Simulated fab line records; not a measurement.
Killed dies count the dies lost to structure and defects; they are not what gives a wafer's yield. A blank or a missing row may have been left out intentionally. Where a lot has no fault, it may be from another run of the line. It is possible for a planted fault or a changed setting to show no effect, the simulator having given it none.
fab line records    flow n5-finfet
record: lots: 7  wafers: 39
route steps=1938 shown BEOL_M8@1377 BEOL_M15@1773 MIM_BOT@1833
start-h: hours from the record's opening day to when the first of the lot's shown wafers began    wait-h: how many hours have passed since the lot's step before this one    " as in the row above    L1.1+2: a single row standing in for several wafers    - no value, or no start given    * or withheld: withheld    < > ~ a bound
route shown NAME@n: a module of which the file shows steps, and the number in the route of the first    usual: the fault-free wafers' mean and standard deviation    same: alike in all rows    chamber/n: place in a boat    sites: per-site readings    _std_site: the standard deviation of these    _edge_site: the outer-site mean with the inner-site mean subtracted    radius-mm: how far each site lies from the wafer's centre    mask NAME#n: copy n    behind: the last tool/chamber to shape the wafer    hold: why the lot was held/for how many hours/how that ended    device: whichever transistor did not switch (one of n, p or np)    end of line: at the end of the route, the tests of the same wafers    a step without rows: its recipe alone    killed: not the wafer's yield, but the dies lost to structure and defects at the first sort    map: shows each die of a wafer: x if killed, . if not, _ if none is there
set.NAME: the setting that was run; set.NAME@STEP: the one run at that earlier step    model.NAME: the simulator's own value behind a step, which no gauge read
lots run with intentionally changed settings; tables by step, rows by wafer
== steps ==
step: N5_BEOL_M8_TRENCH_ETCH_37
recipe: chemistry: C4F6/O2  target-depth-a: 934.78  target: SiCOH_lowk  time-s: 31.2  ion-energy-ev: 250  pressure-mtorr: 30  source-w: 345  bias-w: 185  Ar_flow_sccm: 300  C4F6_flow_sccm: 10  O2_flow_sccm: 10
lot.wafer  tool         chamber  start-h  wait-h  set.time-s  model.BEOL_M8.feature-depth-nm  model.etch.depth-nm
L075.1     rie-diel-04  3        -        -       31.2        96.6                            96.67
L075.2     "            0        "        "       31.2        93.4                            93.5
L075.3     "            1        "        "       31.2        94.8                            94.88
L075.4     "            3        "        "       31.2        95.6                            95.56
L075.5     "            1        "        "       31.2        94.4                            94.44
L075.6     "            0        "        "       31.2        93                              92.96
L079.1     rie-diel-05  2        -        -       31.2        95.4                            95.33
L079.2     "            1        "        "       31.2        95.4                            95.34
L079.3     "            3        "        "       31.2        94                              93.98
L079.4     "            0        "        "       31.2        94                              94
L079.5     "            0        "        "       31.2        93.6                            93.58
L079.6     "            1        "        "       31.2        95.6                            95.61
L077.1     rie-diel-04  1        -        -       31.2        95.2                            95.11
L077.3     "            2        "        "       31.2        97                              97.02
L077.6     "            0        "        "       31.2        93.2                            93.3
L083.1     rie-diel-05  2        -        -       31.2        95.4                            95.34
L083.2     "            0        "        "       31.2        93.4                            93.5
L083.3     "            1        "        "       44.29       135                             135
L083.4     "            3        "        "       31.2        92.8                            92.81
L083.5     "            0        "        "       44.29       132.2                           132.1
L083.6     "            1        "        "       44.29       133.8                           133.7
L091.1     rie-diel-03  3        -        -       24.49       70.8                            70.86
L091.2     "            1        "        "       31.2        93.4                            93.35
L091.3     "            0        "        "       24.49       73.8                            73.8
L091.4     "            2        "        "       24.49       73                              73.07
L091.5     "            1        "        "       31.2        92.6                            92.64
L091.6     "            2        "        "       31.2        93                              92.94
L092.1     rie-diel-05  2        -        -       31.2        94.2                            94.15
L092.2     "            3        "        "       36.76       109                             109
L092.3     "            0        "        "       36.76       109.6                           109.6
L092.4     "            1        "        "       31.2        94.2                            94.1
L092.5     "            0        "        "       36.76       110                             110
L092.6     "            1        "        "       31.2        95                              95.08
L094.1     rie-diel-05  2        -        -       31.2        94.8                            94.84
L094.2     "            0        "        "       31.2        91.8                            91.71
L094.3     "            1        "        "       31.2        93.4                            93.47
L094.4     "            3        "        "       31.2        92                              92.06
L094.5     "            3        "        "       31.2        91.6                            91.64
L094.6     "            0        "        "       31.2        92.6                            92.52
step: N5_BEOL_M8_ETCH_41
recipe: chemistry: CH3F/O2  target: SiCN  target-depth-a: 319  taper-deg: 2  time-s: 57.8  ion-energy-ev: 120  mask-material: TiN  pressure-mtorr: 30  source-w: 395  bias-w: 75  Ar_flow_sccm: 150  CH3F_flow_sccm: 30  O2_flow_sccm: 20
step: N5_BEOL_M8_STRIP_80
recipe: chemistry: N2/H2  time-s: 10  power-w: 450  temp-c: 40  pressure-mtorr: 20  rf-frequency-hz: 6e+07  bias-power-w: 7  n2-flow-sccm: 200  h2-flow-sccm: 200
step: N5_BEOL_M8_OCD_MEAS_38
usual: trench-depth-nm: 93.7/1.5
lot.wafer  tool    chamber  start-h  wait-h  set.time-s@BEOL_M8_TRENCH_ETCH_37  trench-depth-nm
L075.1     ocd-01  -        228.83   -       31.2                               96.4
L075.2     "       -        "        "       31.2                               93.8
L075.3     "       -        "        "       31.2                               94.8
L075.4     "       -        "        "       31.2                               95.5
L075.5     "       -        "        "       31.2                               94.0
L075.6     "       -        "        "       31.2                               92.8
L079.1     ocd-01  -        234.71   -       31.2                               95.3
L079.2     "       -        "        "       31.2                               95.4
L079.3     "       -        "        "       31.2                               94.6
L079.4     "       -        "        "       31.2                               93.9
L079.5     "       -        "        "       31.2                               93.2
L079.6     "       -        "        "       31.2                               95.4
L077.1     ocd-01  -        265.99   -       31.2                               95.7
L077.3     "       -        "        "       31.2                               97.0
L077.6     "       -        "        "       31.2                               93.6
L083.1     ocd-02  -        276.62   -       31.2                               95.3
L083.2     "       -        "        "       31.2                               93.4
L083.3     "       -        "        "       44.29                              134.8
L083.4     "       -        "        "       31.2                               93.6
L083.5     "       -        "        "       44.29                              132.2
L083.6     "       -        "        "       44.29                              133.6
L091.1     ocd-02  -        325.13   -       24.49                              70.6
L091.2     "       -        "        "       31.2                               93.2
L091.3     "       -        "        "       24.49                              73.8
L091.4     "       -        "        "       24.49                              72.3
L091.5     "       -        "        "       31.2                               92.6
L091.6     "       -        "        "       31.2                               93.0
L092.1     ocd-02  -        327.77   -       31.2                               93.6
L092.2     "       -        "        "       36.76                              108.4
L092.3     "       -        "        "       36.76                              109.9
L092.4     "       -        "        "       31.2                               93.8
L092.5     "       -        "        "       36.76                              110.4
L092.6     "       -        "        "       31.2                               94.9
L094.1     ocd-02  -        338.33   -       31.2                               94.7
L094.2     "       -        "        "       31.2                               91.5
L094.3     "       -        "        "       31.2                               93.3
L094.4     "       -        "        "       31.2                               91.8
L094.5     "       -        "        "       31.2                               91.6
L094.6     "       -        "        "       31.2                               92.6
step: N5_BEOL_M8_HM_STRIP_39
recipe: chemistry: peroxide-tin-strip  material: TiN  target-depth-a: 250  temp-c: 50  time-s: 158
step: N5_BEOL_M8_SRD_40
recipe: time-s: 30  temp-c: 23  rinse-liquid: diw  dry: ipa-marangoni
step: N5_BEOL_M8_ECD_50
recipe: material: Cu  target-thk-a: 3000
step: N5_BEOL_M8_ANNEAL_51
recipe: temp-c: 225  time-s: 90  ambient: N2
step: N5_BEOL_M8_CMP_52
recipe: stop-on: SiCOH_lowk  t-overpolish-s: 6.9  down-force-psi: 1  platen-rpm: 50  clearing-platen-down-force-psi: 1.5  clearing-platen-rpm: 50  post-cmp-clean: cu-alkaline  target-thk-nm: 80  clearing-platen-pad-velocity-m-s: 0.99484  pad-velocity-m-s: 0.99484
lot.wafer  tool    chamber  start-h  wait-h  set.time-s@BEOL_M8_TRENCH_ETCH_37  model.Cu_of_BEOL_M8_ECD_50.thk-nm
L075.1     cmp-01  1        232.04   0.3     31.2                               82.2
L075.4     "       2        "        "       31.2                               80.4
L075.3     "       3        "        "       31.2                               79.6
L075.2+5   "       0,2      "        "       31.2                               78.6
L075.6     "       1        "        "       31.2                               78.4
L079.2     cmp-03  3        237.04   0.2     31.2                               81.6
L079.1     "       0        "        "       31.2                               82.2
L079.3+4   "       1,2      "        "       31.2                               80.8
L079.6     "       3        "        "       31.2                               82
L079.5     "       0        "        "       31.2                               80.6
L077.1     cmp-03  0        268.53   0.3     31.2                               81.8
L077.3     "       1        "        "       31.2                               84.2
L077.6     "       1        "        "       31.2                               80.2
L083.3     cmp-03  1        279.76   0.2     44.29                              121.6
L083.4     "       2        "        "       31.2                               79.6
L083.1     "       3        "        "       31.2                               80.2
L083.2     "       0        "        "       31.2                               81
L083.5     "       1        "        "       44.29                              117.4
L083.6     "       2        "        "       44.29                              120.6
L091.3     cmp-03  3        327.59   0.2     24.49                              59.6
L091.4     "       0        "        "       24.49                              58.4
L091.2     "       1        "        "       31.2                               79.6
L091.1     "       2        "        "       24.49                              57.4
L091.6     "       3        "        "       31.2                               78.8
L091.5     "       0        "        "       31.2                               79.4
L092.1     cmp-04  2        331.29   0.3     31.2                               78.6
L092.2     "       3        "        "       36.76                              96.2
L092.4     "       0        "        "       31.2                               80.6
L092.3+5   "       1,2      "        "       36.76                              95
L092.6     "       3        "        "       31.2                               81.4
L094.2     cmp-03  0        340.82   0.2     31.2                               78.8
L094.4     "       1        "        "       31.2                               80.2
L094.1     "       2        "        "       31.2                               83.6
L094.3     "       3        "        "       31.2                               80.4
L094.5+6   "       0,1      "        "       31.2                               80
step: N5_BEOL_M8_THK_MEAS_53
recipe: thk-meas-gauge: xrf  reads: Cu_of_BEOL_M8_ECD_50
usual: M8_THK: 81.2/2.1
lot.wafer  tool           chamber  start-h  wait-h  set.time-s@BEOL_M8_TRENCH_ETCH_37  M8_THK[nm]
L075.1     film-metro-01  -        232.33   -       31.2                               82.5
L075.2     "              -        "        "       31.2                               79.1
L075.3     "              -        "        "       31.2                               80.1
L075.4     "              -        "        "       31.2                               80.7
L075.5     "              -        "        "       31.2                               78.8
L075.6     "              -        "        "       31.2                               78.4
L079.1     film-metro-02  -        237.33   -       31.2                               83.4
L079.2     "              -        "        "       31.2                               82.6
L079.3     "              -        "        "       31.2                               82.1
L079.4     "              -        "        "       31.2                               82.2
L079.5     "              -        "        "       31.2                               81.8
L079.6     "              -        "        "       31.2                               83.1
L077.1     film-metro-01  -        268.82   -       31.2                               82.9
L077.3     "              -        "        "       31.2                               85.1
L077.6     "              -        "        "       31.2                               81.3
L083.1     film-metro-02  -        280.06   -       31.2                               80.8
L083.2     "              -        "        "       31.2                               81.6
L083.3     "              -        "        "       44.29                              123.4
L083.4     "              -        "        "       31.2                               80.5
L083.5     "              -        "        "       44.29                              118.4
L083.6     "              -        "        "       44.29                              122.6
L091.1     film-metro-01  -        327.89   -       24.49                              58.1
L091.2     "              -        "        "       31.2                               80.5
L091.3     "              -        "        "       24.49                              60.3
L091.4     "              -        "        "       24.49                              59.2
L091.5     "              -        "        "       31.2                               80.4
L091.6     "              -        "        "       31.2                               79.5
L092.1     film-metro-01  -        331.59   -       31.2                               79.9
L092.2     "              -        "        "       36.76                              98.2
L092.3     "              -        "        "       36.76                              97.0
L092.4     "              -        "        "       31.2                               82.1
L092.5     "              -        "        "       36.76                              96.7
L092.6     "              -        "        "       31.2                               83.0
L094.1     film-metro-01  -        341.11   -       31.2                               84.5
L094.2     "              -        "        "       31.2                               80.0
L094.3     "              -        "        "       31.2                               81.8
L094.4     "              -        "        "       31.2                               81.8
L094.5     "              -        "        "       31.2                               81.6
L094.6     "              -        "        "       31.2                               81.4
step: N5_BEOL_M8_PRE_CLEAN_55
recipe: gas: NH3  time-s: 15  temp-c: withheld  rf-power-w: 300
step: N5_BEOL_M8_DEP_56
recipe: material: SiCN  target-thk-a: 100  temp-c: withheld  precursor: 3MS/NH3  pressure-torr: 3  rf-w: 202  time-s: 17.5
step: N5_BEOL_M8_RS_MEAS_57
recipe: thk-meas-gauge: four-point-probe  reads: Cu_of_BEOL_M8_ECD_50+Co_of_BEOL_M8_CVD_78+TaN_of_BEOL_M8_ALD_77
usual: M8_RS: 0.286/0.0084
lot.wafer  tool           chamber  start-h  wait-h  set.time-s@BEOL_M8_TRENCH_ETCH_37  M8_RS[ohm/sq]
L075.1     film-metro-02  -        232.49   0.1     31.2                               0.277
L075.2     "              -        "        "       31.2                               0.292
L075.3     "              -        "        "       31.2                               0.287
L075.4     "              -        "        "       31.2                               0.285
L075.5     "              -        "        "       31.2                               0.292
L075.6     "              -        "        "       31.2                               0.293
L079.1     film-metro-01  -        237.46   0.1     31.2                               0.276
L079.2     "              -        "        "       31.2                               0.279
L079.3     "              -        "        "       31.2                               0.282
L079.4     "              -        "        "       31.2                               0.283
L079.5     "              -        "        "       31.2                               0.284
L079.6     "              -        "        "       31.2                               0.278
L077.1     film-metro-01  -        268.95   0.1     31.2                               0.279
L077.3     "              -        "        "       31.2                               0.269
L077.6     "              -        "        "       31.2                               0.284
L083.1     film-metro-02  -        280.22   0.1     31.2                               0.285
L083.2     "              -        "        "       31.2                               0.282
L083.3     "              -        "        "       44.29                              0.177
L083.4     "              -        "        "       31.2                               0.288
L083.5     "              -        "        "       44.29                              0.184
L083.6     "              -        "        "       44.29                              0.179
L091.1     film-metro-02  -        328.02   0.1     24.49                              0.425
L091.2     "              -        "        "       31.2                               0.287
L091.3     "              -        "        "       24.49                              0.407
L091.4     "              -        "        "       24.49                              0.418
L091.5     "              -        "        "       31.2                               0.288
L091.6     "              -        "        "       31.2                               0.291
L092.1     film-metro-01  -        331.72   0.1     31.2                               0.291
L092.2     "              -        "        "       36.76                              0.230
L092.3     "              -        "        "       36.76                              0.234
L092.4     "              -        "        "       31.2                               0.283
L092.5     "              -        "        "       36.76                              0.234
L092.6     "              -        "        "       31.2                               0.280
L094.1     film-metro-02  -        341.24   0.1     31.2                               0.272
L094.2     "              -        "        "       31.2                               0.291
L094.3     "              -        "        "       31.2                               0.284
L094.4     "              -        "        "       31.2                               0.285
L094.5     "              -        "        "       31.2                               0.286
L094.6     "              -        "        "       31.2                               0.285
step: N5_BEOL_M15_ILD_DEP_00
recipe: material: SiO2  target-thk-a: 16293  temp-c: 400  precursor: TEOS/O2  pressure-torr: 6.5  rf-w: 900  teos-flow-sccm: 161.4  gas: O2  flow-sccm: 2650  time-s: 346.1
lot.wafer  tool      chamber  start-h  wait-h  set.time-s  model.SiO2_of_BEOL_M15_ILD_DEP_00.thk-nm
L075.1+3   pecvd-01  2        281.07   0.0     346.1       1613
L075.2     "         0        "        "       346.1       1587
L075.4     "         0        "        "       346.1       1611
L075.5     "         0        "        "       346.1       1628
L075.6     "         2        "        "       346.1       1626
L079.1     pecvd-01  0        284.02   0.0     346.1       1597
L079.2     "         1        "        "       346.1       1636
L079.3     "         2        "        "       346.1       1608
L079.4     "         2        "        "       346.1       1648
L079.5     "         0        "        "       346.1       1643
L079.6     "         1        "        "       346.1       1664
L077.1     pecvd-04  2        311.78   0.0     346.1       1639
L077.3     "         0        "        "       346.1       1634
L077.6     "         2        "        "       346.1       1637
L083.1     pecvd-01  0        319.41   0.0     539.3       2481
L083.2     "         1        "        "       346.1       1600
L083.3     "         2        "        "       539.3       2482
L083.4     "         1        "        "       346.1       1628
L083.5     "         2        "        "       346.1       1612
L083.6     "         0        "        "       539.3       2504
L091.1     pecvd-01  1        368.89   0.0     346.1       1627
L091.2     "         2        "        "       441.4       2055
L091.3     "         0        "        "       346.1       1579
L091.4     "         2        "        "       441.4       2069
L091.5     "         1        "        "       441.4       2103
L091.6     "         0        "        "       346.1       1603
L092.1     pecvd-01  2        373.06   0.0     260         1220
L092.2     "         1        "        "       346.1       1640
L092.3     "         0        "        "       260         1226
L092.4     "         2        "        "       346.1       1638
L092.5     "         1        "        "       260         1238
L092.6     "         0        "        "       346.1       1632
L094.1     pecvd-01  0        386.15   0.0     346.1       1571
L094.2     "         2        "        "       204.1       937
L094.3     "         0        "        "       204.1       934.8
L094.4     "         2        "        "       346.1       1626
L094.5     "         2        "        "       346.1       1624
L094.6     "         0        "        "       204.1       937.8
step: N5_BEOL_M15_THK_MEAS_01
recipe: reads: SiO2_of_BEOL_M15_ILD_DEP_00
usual: M15_ILD_THK: 1623/24
lot.wafer  tool           chamber  start-h  wait-h  set.time-s@BEOL_M15_ILD_DEP_00  M15_ILD_THK[nm]
L075.1     film-metro-02  -        281.42   0.2     346.1                           1612
L075.2     "              -        "        "       346.1                           1587
L075.3     "              -        "        "       346.1                           1613
L075.4     "              -        "        "       346.1                           1610
L075.5     "              -        "        "       346.1                           1627
L075.6     "              -        "        "       346.1                           1627
L079.1     film-metro-02  -        284.27   0.1     346.1                           1596
L079.2     "              -        "        "       346.1                           1638
L079.3     "              -        "        "       346.1                           1607
L079.4     "              -        "        "       346.1                           1649
L079.5     "              -        "        "       346.1                           1643
L079.6     "              -        "        "       346.1                           1664
L077.1     film-metro-01  -        312.02   0.1     346.1                           1641
L077.3     "              -        "        "       346.1                           1633
L077.6     "              -        "        "       346.1                           1637
L083.1     film-metro-01  -        319.66   0.1     539.3                           2482
L083.2     "              -        "        "       346.1                           1600
L083.3     "              -        "        "       539.3                           2483
L083.4     "              -        "        "       346.1                           1628
L083.5     "              -        "        "       346.1                           1612
L083.6     "              -        "        "       539.3                           2505
L091.1     film-metro-02  -        369.14   0.1     346.1                           1627
L091.2     "              -        "        "       441.4                           2054
L091.3     "              -        "        "       346.1                           1579
L091.4     "              -        "        "       441.4                           2069
L091.5     "              -        "        "       441.4                           2103
L091.6     "              -        "        "       346.1                           1603
L092.1     film-metro-01  -        373.31   0.1     260                             1221
L092.2     "              -        "        "       346.1                           1640
L092.3     "              -        "        "       260                             1227
L092.4     "              -        "        "       346.1                           1638
L092.5     "              -        "        "       260                             1238
L092.6     "              -        "        "       346.1                           1631
L094.1     film-metro-01  -        386.51   0.2     346.1                           1572
L094.2     "              -        "        "       204.1                           937
L094.3     "              -        "        "       204.1                           935
L094.4     "              -        "        "       346.1                           1627
L094.5     "              -        "        "       346.1                           1625
L094.6     "              -        "        "       204.1                           938
step: N5_BEOL_M15_COAT_58
recipe: resist: BARC  temp-c: 205  time-s: 60  spin-rpm: 1500  resist-thk-nm: 89
step: N5_BEOL_M15_COAT_04
recipe: spin-rpm: 1704  resist-thk-nm: 800
step: N5_BEOL_M15_DESCUM_15
recipe: chemistry: O2  time-s: 7.9  source-power-w: 50  bias-power-w: 20  pressure-mtorr: 20  rf-frequency-hz: 2.712e+07  temp-c: 40  o2-flow-sccm: 225
step: N5_BEOL_M15_ETCH_59
recipe: chemistry: N2/H2  target: BARC  target-depth-a: 890  overetch-a: 267  time-s: 67.9  ion-energy-ev: 200  pressure-mtorr: 30  source-w: 840  bias-w: 150  n2-flow-sccm: 200  h2-flow-sccm: 200
step: N5_BEOL_M15_VIA_ETCH_16
recipe: chemistry: C4F8/O2/Ar  target: SiO2  he-inner-torr: 15  he-outer-torr: 30  target-depth-a: 17922  time-s: withheld  ion-energy-ev: 800  pressure-mtorr: 20  source-w: 1905  bias-w: 2040  Ar_flow_sccm: 400  C4F8_flow_sccm: 16  O2_flow_sccm: 12  ends: cleared
lot.wafer  tool         chamber  start-h  wait-h  set.time-s@BEOL_M15_ILD_DEP_00  model.etch.depth-nm  model.coat_of_BEOL_M15_COAT_04.thk-nm
L075.1     rie-diel-06  0        282.03   0.0     *                               1613                 338.2
L075.2     "            3        "        "       *                               1587                 343
L075.3     "            1        "        "       *                               1613                 333.6
L075.4     "            2        "        "       *                               1611                 336.6
L075.5     "            2        "        "       *                               1628                 330.6
L075.6     "            1        "        "       *                               1626                 332.8
L079.1     rie-diel-02  2        284.81   0.0     *                               1597                 345.4
L079.2     "            0        "        "       *                               1636                 335.8
L079.3     "            1        "        "       *                               1608                 351.2
L079.4     "            0        "        "       *                               1648                 330.8
L079.5     "            1        "        "       *                               1643                 342.8
L079.6     "            2        "        "       *                               1664                 328.4
L077.1     rie-diel-02  2        312.50   0.0     *                               1639                 334.8
L077.3     "            1        "        "       *                               1634                 345.4
L077.6     "            1        "        "       *                               1637                 346.4
L083.1     rie-diel-02  2        320.14   0.0     *                               2481                 132.2
L083.2     "            3        "        "       *                               1600                 344.4
L083.3     "            1        "        "       *                               2482                 147.4
L083.4     "            0        "        "       *                               1628                 332.6
L083.5     "            0        "        "       *                               1612                 337
L083.6     "            1        "        "       *                               2504                 142.4
L091.1     rie-diel-01  2        369.62   0.0     *                               1627                 325.4
L091.2     "            1        "        "       *                               2055                 243
L091.3     "            3        "        "       *                               1579                 343.4
L091.4     "            0        "        "       *                               2069                 227.2
L091.5     "            1        "        "       *                               2103                 233.4
L091.6     "            2        "        "       *                               1603                 332.8
L092.1     rie-diel-01  3        373.78   0.0     *                               1220                 427.4
L092.2     "            2        "        "       *                               1640                 322.6
L092.3     "            0        "        "       *                               1226                 426.8
L092.4     "            1        "        "       *                               1638                 338.4
L092.5     "            2        "        "       *                               1238                 418.2
L092.6     "            1        "        "       *                               1632                 337
L094.1     rie-diel-01  0        387.30   0.0     *                               1571                 345.6
L094.2     "            2        "        "       *                               936.9                495.8
L094.3     "            1        "        "       *                               934.9                508
L094.4     "            3        "        "       *                               1626                 332.6
L094.5     "            3        "        "       *                               1624                 334.4
L094.6     "            2        "        "       *                               937.9                492.6
step: N5_MIM_BOT_SPUTTER_00
recipe: material: TiN  target-thk-a: 350  temp-c: 200  power-w: 3000  chamber-pressure-pa: 0.49996  gas: Ar  reactive-partial-pa: 0.37997  time-s: 89.7
lot.wafer   tool            chamber  start-h  wait-h  set.target-thk-a  model.TiN_of_MIM_BOT_SPUTTER_00.thk-nm
L075.1      pvd-sputter-02  -        288.09   0.0     159               16.2
L075.2      "               -        "        "       350               34.2
L075.3+5    "               -        "        "       350               34.8
L075.4+6    "               -        "        "       159               15.4
L079.1+6    pvd-sputter-01  -        294.07   0.0     350               35
L079.2      "               -        "        "       350               35.4
L079.3      "               -        "        "       350               34.6
L079.4      "               -        "        "       350               34.8
L079.5      "               -        "        "       350               35.2
L077.1      pvd-sputter-01  -        325.76   0.0     350               35.4
L077.3      "               -        "        "       350               34.8
L077.6      "               -        "        "       350               35.2
L083.1+2    pvd-sputter-03  -        331.43   0.0     350               34.6
L083.3+4    "               -        "        "       450.2             44.2
L083.5      "               -        "        "       350               34.4
L083.6      "               -        "        "       450.2             44.4
L091.1      pvd-sputter-01  -        380.57   0.0     350               35.8
L091.2      "               -        "        "       284.1             28.4
L091.3+4    "               -        "        "       284.1             28.2
L091.5      "               -        "        "       350               35.6
L091.6      "               -        "        "       350               35.2
L092.1      pvd-sputter-03  -        380.62   0.0     350               34.6
L092.2      "               -        "        "       350               35
L092.3      "               -        "        "       350               34.8
L092.4+5+6  "               -        "        "       466.1             46.4
L094.1      pvd-sputter-01  -        398.66   0.0     350               34.6
L094.2      "               -        "        "       350               35.4
L094.3      "               -        "        "       350               34.8
L094.4+6    "               -        "        "       350               35
L094.5      "               -        "        "       350               35.6
== key ==
split: step: N5_BEOL_M8_TRENCH_ETCH_37  setting: time-s  stated: 31.2  by: wafer
response: step: N5_BEOL_M8_TRENCH_ETCH_37  reading: model.BEOL_M8.feature-depth-nm  change: +0.936  per: 1%  r: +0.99
response: step: N5_BEOL_M8_TRENCH_ETCH_37  reading: model.etch.depth-nm  change: +0.935  per: 1%  r: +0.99
response: step: N5_BEOL_M8_OCD_MEAS_38  reading: trench-depth-nm  change: +0.935  per: 1%  r: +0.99
response: step: N5_BEOL_M8_CMP_52  reading: model.Cu_of_BEOL_M8_ECD_50.thk-nm  change: +0.937  per: 1%  r: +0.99
response: step: N5_BEOL_M8_THK_MEAS_53  reading: M8_THK  change: +0.956  per: 1%  r: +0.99
response: step: N5_BEOL_M8_RS_MEAS_57  reading: M8_RS  shape: bent  at-lowest: 0.417  at-stated: 0.284  at-highest: 0.180
split: step: N5_BEOL_M15_ILD_DEP_00  setting: time-s  stated: 346.1  by: wafer
response: step: N5_BEOL_M15_ILD_DEP_00  reading: model.SiO2_of_BEOL_M15_ILD_DEP_00.thk-nm  change: +16.1  per: 1%  r: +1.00
response: step: N5_BEOL_M15_THK_MEAS_01  reading: M15_ILD_THK  change: +16.1  per: 1%  r: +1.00
response: step: N5_BEOL_M15_VIA_ETCH_16  reading: model.etch.depth-nm  change: +16.1  per: 1%  r: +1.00
response: step: N5_BEOL_M15_VIA_ETCH_16  reading: model.coat_of_BEOL_M15_COAT_04.thk-nm  change: -3.67  per: 1%  r: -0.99
split: step: N5_MIM_BOT_SPUTTER_00  setting: target-thk-a  stated: 350  by: wafer
response: step: N5_MIM_BOT_SPUTTER_00  reading: model.TiN_of_MIM_BOT_SPUTTER_00.thk-nm  change: +0.349  per: 1%  r: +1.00
